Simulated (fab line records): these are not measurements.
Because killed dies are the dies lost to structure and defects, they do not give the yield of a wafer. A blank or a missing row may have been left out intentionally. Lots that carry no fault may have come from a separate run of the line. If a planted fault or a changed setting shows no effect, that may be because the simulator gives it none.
Chamber matching    flow nandHarc    NHARC_A_STAIRCASE_TRIM_196 on rieDiel-01 has 4 sister chambers
The step chemistry O2, time 211.2 s. 8 wafers are shown with their chamber, then 10 later ones without.

== WAFERS PAIRED WITH THEIR CHAMBERS ==
wafer   chamber  drypumpMotorCurrentA (A)  showerheadPlenumPTorr (Torr)
L074.6  0        5.1                       3.75
L082.2  3        5.0                       3.36
L082.6  1        6.1                       3.48
L083.3  3        5.0                       3.36
L083.4  0        5.1                       3.73
L083.5  2        5.4                       3.30
L084.2  2        5.4                       3.30
L084.3  1        6.0                       3.47

== WAFERS WHOSE CHAMBER IS MISSING ==
wafer   drypumpMotorCurrentA (A)  showerheadPlenumPTorr (Torr)
L084.5  5.4                       3.30
L086.3  6.0                       3.47
L086.4  5.4                       3.30
L086.5  5.1                       3.72
L087.1  5.4                       3.30
L087.2  5.1                       3.72
L087.5  5.4                       3.30
L092.1  5.0                       3.34
L092.3  6.1                       3.46
L092.6  6.0                       3.46

== THE CHAMBER EACH PASSED THROUGH ==
wafer   from the rows above  in truth
L084.5  2                    2
L086.3  1                    1
L086.4  2                    2
L086.5  0                    0
L087.1  2                    2
L087.2  0                    0
L087.5  2                    2
L092.1  3                    3
L092.3  1                    1
L092.6  1                    1
10 of 10 placed correctly. From these rows, 0 cannot be placed. 0 placed wrongly.
How it was worked out, from the rows above alone: a wafer's distance from a chamber is the root of the sum, over the readings, of the square of ((its reading less the chamber's mean) divided by the reading's scatter). The wafer belongs to the nearest chamber; if the next one is less than 2 further off, it can't be placed. A chamber's mean is the mean of its shown wafers. How the scatter is found: for the shown wafers, subtract from each reading the mean of its chamber, square and add these, divide the total by (wafers less chambers), then take the root.
